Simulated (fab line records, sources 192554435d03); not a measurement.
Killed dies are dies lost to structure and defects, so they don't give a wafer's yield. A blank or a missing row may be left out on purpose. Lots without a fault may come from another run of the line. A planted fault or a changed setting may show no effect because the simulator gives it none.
Chamber matching | flow n5_finfet | N5_FIN_SAQP_PECVD_47 on pecvd-04: 3 sister chambers
The step deposits a-Si from SiH4/He, target thk 45 nm, time 36.3 s. 3 wafers are shown with their chamber, then 10 later ones without.

WAFERS WITH THEIR CHAMBER
wafer  | chamber | throttle_valve_pct (%)
L086.2 | 0       | 19.7
L089.2 | 2       | 17.1
L089.3 | 1       | 17.5

WAFERS WITHOUT THEIR CHAMBER
wafer  | throttle_valve_pct (%)
L089.5 | 17.2
L091.1 | 17.6
L091.3 | 17.2
L091.6 | 17.2
L094.1 | 17.1
L094.2 | 20.0
L094.3 | 17.0
L097.1 | 17.3
L097.2 | 17.5
L097.5 | 19.9

WHICH CHAMBER EACH WENT THROUGH
wafer  | from the rows above     | in truth
L089.5 | can't be placed: 2 or 1 | 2
L091.1 | 1                       | 1
L091.3 | can't be placed: 2 or 1 | 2
L091.6 | can't be placed: 2 or 1 | 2
L094.1 | 2                       | 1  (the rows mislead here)
L094.2 | 0                       | 0
L094.3 | 2                       | 2
L097.1 | can't be placed: 1 or 2 | 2
L097.2 | 1                       | 1
L097.5 | 0                       | 0
Placed correctly: 5 of 10. Can't be placed from these rows: 4 (the true chamber is among the candidates in 4). Placed wrongly: 1.
How it was worked out, from the rows above alone: a wafer's distance from a chamber is the root of the sum, over the readings, of the square of ((its reading less the chamber's mean) divided by the reading's scatter). The wafer belongs to the nearest chamber; if the next one is less than 2 further off, it can't be placed. A chamber's mean is the mean of its shown wafers. The scatter: with one shown wafer a chamber, the root of the mean of the squares of how far each hidden wafer lies from its nearest shown one.
